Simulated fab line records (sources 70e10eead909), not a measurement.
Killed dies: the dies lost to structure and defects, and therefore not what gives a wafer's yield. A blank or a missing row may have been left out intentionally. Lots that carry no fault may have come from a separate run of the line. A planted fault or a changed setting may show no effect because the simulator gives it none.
Which tool did it?	flow nand_harc	39 wafers from 13 lots sampled at 5 of the route's 1159 steps

## WHAT EACH GAUGE READ, for each wafer
NHARC_HYBRID_BOND_OVL_MEAS_05. Usual: overlay_x_nm 2 nm, standard deviation 29; overlay_y_nm 7 nm, standard deviation 34.
lot	measured	on	overlay_x_nm (nm)	overlay_y_nm (nm)	flag
L263	day 19 19:06	overlay-02	29 67 -35	18 -30 -1	
L264	day 20 01:20	overlay-02	-5 32 -10	-34 30 -12	
L265	day 20 01:20	overlay-01	-13 42 12	42 48 -22	
L267	day 21 11:43	overlay-02	21 45 19	38 -20 50	
L271	day 23 10:17	overlay-02	-14 44 14	15 -47 -7	
L273	day 23 10:19	overlay-01	-48 8 -2	30 -56 29	
L269	day 23 18:16	overlay-01	1 -14 2	27 7 2	
L275	day 24 23:26	overlay-02	-5 12 -12	58 56 -22	
L280	day 25 09:08	overlay-02	-19 35 -4	65 -19 -3	
L283	day 25 15:08	overlay-01	6 -18 -18	31 11 -51	
L286	day 25 15:07	overlay-02	7 43 5	-22 4 -8	
L285	day 25 20:03	overlay-01	-25 -54 -60	-14 -43 -11	
L284	day 26 03:13	overlay-01	-7 18 30	39 -16 25	

NHARC_END_SORT_01. Usual: killed_at_array 28, standard deviation 11; killed_at_other 0.9, standard deviation 1.2; killed_at_periphery 2.6, standard deviation 2.1; killed_dies 31, standard deviation 11; killed_open 3.1, standard deviation 1.7; killed_short 1.9, standard deviation 1.3.
lot	measured	on	killed_at_array	killed_at_other	killed_at_periphery	killed_dies	killed_open	killed_short	flag
L275	day 25 18:23	prober-01	95 29 96	0 0 0	3 2 2	98 31 98	1 3 3	2 1 1	OFF

## TOOL THAT RAN EACH LOT (tool first, then ch and the chambers of the sampled wafers, then the start)
lot	NHARC_A_BLC_PRE_CLEAN_31	NHARC_A_BONDPAD_DESCUM_11	NHARC_A_BONDPAD_PVD_27
L263	pvd_sputter-01, day 18 03:59	rie_diel-04 ch 1,2, day 19 06:28	pvd_sputter-03, day 19 19:06 or earlier
L264	pvd_sputter-03, day 19 00:20	rie_diel-03 ch 0,3, day 19 12:30	pvd_sputter-02, day 20 01:20 or earlier
L265	pvd_sputter-03, day 19 01:29	rie_diel-03 ch 0,1,2, day 19 14:37	pvd_sputter-01, day 20 01:20 or earlier
L267	pvd_sputter-02, day 20 05:43	rie_diel-03 ch 2,3, day 20 21:05	pvd_sputter-02, day 21 11:43 or earlier
L271	pvd_sputter-02, day 22 07:49	rie_diel-03 ch 0,1,2, day 22 21:02	pvd_sputter-01, day 23 10:17 or earlier
L273	pvd_sputter-01, day 22 08:33	rie_diel-13 ch 0,2, day 22 21:18	pvd_sputter-02, day 23 10:19 or earlier
L269	pvd_sputter-03, day 22 14:46	rie_diel-04 ch 0,1,3, day 23 06:16	pvd_sputter-01, day 23 18:16 or earlier
L275	pvd_sputter-01, day 23 08:49	rie_diel-03 ch 0,1,3, day 24 10:42	pvd_sputter-02, day 24 23:26 or earlier
L280	pvd_sputter-02, day 23 14:56	rie_diel-13 ch 1,2,3, day 24 20:03	pvd_sputter-01, day 25 09:08 or earlier
L283	pvd_sputter-02, day 24 13:35	rie_diel-04 ch 2,3, day 25 03:10	pvd_sputter-02, day 25 15:08 or earlier
L286	pvd_sputter-02, day 24 17:32	rie_diel-03 ch 1,2,3, day 25 05:28	pvd_sputter-03, day 25 15:07 or earlier
L285	pvd_sputter-03, day 24 18:14	rie_diel-03 ch 2,3, day 25 07:10	pvd_sputter-02, day 25 20:03 or earlier
L284	pvd_sputter-03, day 24 23:52	rie_diel-04 ch 0,2, day 25 14:57	pvd_sputter-02, day 26 03:13 or earlier
- NHARC_A_BLC_PRE_CLEAN_31: time 15 s.
- NHARC_A_BONDPAD_DESCUM_11: chemistry O2, time 3 s.
- NHARC_A_BONDPAD_PVD_27: deposits Cu, target thk 30 nm, time 20.49 s.

## WHAT THE TOOLS THEMSELVES READ (means of the sampled wafers that have a number; where no wafer has one, the mark that the record gives instead)
NHARC_A_BONDPAD_DESCUM_11. Usual: drypump_motor_current_A 5.61 A, standard deviation 0.29; oes_product_au 0.999 a.u., standard deviation 0.0071; rf_vpp_V 57.7 V, standard deviation 0.89; showerhead_plenum_p_Torr 1.88 Torr, standard deviation 0.053; throttle_valve_pct 11.311 %, standard deviation 0.0095.
lot	tool	drypump_motor_current_A (A)	oes_product_au (a.u.)	rf_vpp_V (V)	showerhead_plenum_p_Torr (Torr)	throttle_valve_pct (%)	flag
L263	rie_diel-04	5.79	1.004	57.5	1.89	11.316	
L264	rie_diel-03	5.69	0.997	57.9	1.85	11.317	
L265	rie_diel-03	5.66	0.988	57.8	1.90	11.305	
L267	rie_diel-03	5.46	0.996	57.4	1.89	11.308	
L271	rie_diel-03	5.66	0.996	57.8	1.90	11.317	
L273	rie_diel-13	5.55	1.004	57.7	1.88	11.304	
L269	rie_diel-04	5.43	0.999	57.2	1.86	11.310	
L275	rie_diel-03	5.71	1.002	56.8	1.88	11.310	
L280	rie_diel-13	5.85	1.006	58.2	1.88	11.297	
L283	rie_diel-04	5.17	1.002	57.3	1.90	11.318	
L286	rie_diel-03	5.55	0.999	58.3	1.90	11.316	
L285	rie_diel-03	5.48	0.996	57.6	1.87	11.320	
L284	rie_diel-04	5.62	0.996	57.9	1.84	11.305	

NHARC_A_BONDPAD_PVD_27. Usual: throttle_valve_pct 29.8 %, standard deviation 0.78.
lot	tool	throttle_valve_pct (%)	flag
L263	pvd_sputter-03	30.8	
L264	pvd_sputter-02	29.9	
L265	pvd_sputter-01	28.9	
L267	pvd_sputter-02	30.2	
L271	pvd_sputter-01	29.0	
L273	pvd_sputter-02	29.9	
L269	pvd_sputter-01	29.9	
L275	pvd_sputter-02	30.2	
L280	pvd_sputter-01	29.3	
L283	pvd_sputter-02	30.3	
L286	pvd_sputter-03	29.4	
L285	pvd_sputter-02	30.1	
L284	pvd_sputter-02	29.9	

## THE ANSWER, worked out from the rows above alone
Rule: take the mean of a lot's wafers that have a number; if it is more than 3 standard deviations from the usual mean, the lot is off. A lot without any number at a reading at which 4 lots or more have one is off too. Where the step has rows for the other lots, those lots are counted as sound. Order of review: gauges by route order, followed by the tools' own readings, for which a lot's mean as printed above is used. The first step at which some lot is off is used, and at that step the reading that is off furthest; a lot without a number counts as furthest.
Off: L275 (NHARC_END_SORT_01, killed_at_array). Neither off nor sound, because the step has no rows for them: L263, L264, L265, L267, L271, L273, L269, L280, L283, L286, L285, L284.
A tool fits if, at a process step before that reading, it ran every lot that is off, and no sound lot after the first of them. Gauges at NHARC_END_SORT_01: tried the same way as those tools. NHARC_A_BONDPAD_PVD_27 gives no start for some lots, so the hours and the order of its lots are those of NHARC_HYBRID_BOND_OVL_MEAS_05. Can't be told from this: 4 tools fit, pvd_sputter-01 at NHARC_A_BLC_PRE_CLEAN_31, rie_diel-03 at NHARC_A_BONDPAD_DESCUM_11, pvd_sputter-02 at NHARC_A_BONDPAD_PVD_27, prober-01 at NHARC_END_SORT_01.

## WHAT WAS PUT IN BY THE SIMULATOR
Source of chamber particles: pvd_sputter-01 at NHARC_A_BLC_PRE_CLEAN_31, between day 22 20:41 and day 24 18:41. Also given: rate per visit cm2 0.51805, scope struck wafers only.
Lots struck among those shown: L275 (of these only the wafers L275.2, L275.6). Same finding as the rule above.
